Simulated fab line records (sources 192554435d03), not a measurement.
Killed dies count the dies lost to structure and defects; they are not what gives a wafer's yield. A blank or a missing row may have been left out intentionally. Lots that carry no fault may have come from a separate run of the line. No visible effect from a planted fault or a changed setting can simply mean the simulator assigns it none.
Matching of chambers    flow n5-finfet    N5_MOL_CONTACT_COAG_CO_FILL_22 on cvd-co-02: 3 sister chambers
The step material Co, precursor CCTBA/H2, target thk 20 nm. 3 wafers are shown with their chamber, then 11 later ones without.

## EACH WAFER AND ITS CHAMBER
wafer   chamber  heater-power-w (W)
L087.1  1        258
L088.4  0        243
L090.1  2        210

## WAFERS WITHOUT THEIR CHAMBER
wafer   heater-power-w (W)
L090.5  246
L090.6  211
L093.2  248
L093.4  245
L093.6  246
L097.1  210
L097.3  244
L097.6  203
L096.1  211
L096.3  244
L096.4  244

## EACH ONE'S CHAMBER
wafer    from the rows above       in truth
L090.5   0                         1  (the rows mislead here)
L090.6   2                         2
L093.2   can't be placed: 0 or 1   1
L093.4   0                         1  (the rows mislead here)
L093.6   0                         0
L097.1   2                         2
L097.3   0                         0
L097.6   2                         2
L096.1   2                         2
L096.3   0                         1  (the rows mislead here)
L096.4   0                         0
Correct placement for 7 of the 11. Cannot be placed on the basis of these rows: 1; the candidates contain the true chamber in 1. Placed wrongly: 3.
How it was worked out, from the rows above alone: a wafer's distance from a chamber is the root of the sum, over the readings, of the square of ((its reading less the chamber's mean) divided by the reading's scatter). If the next closest chamber is less than 2 further off than the closest, the wafer can't be placed; otherwise it belongs to the closest. The mean given for a chamber averages the wafers shown for that chamber. The scatter: with one shown wafer a chamber, the root of the mean of the squares of how far each hidden wafer lies from its nearest shown one.
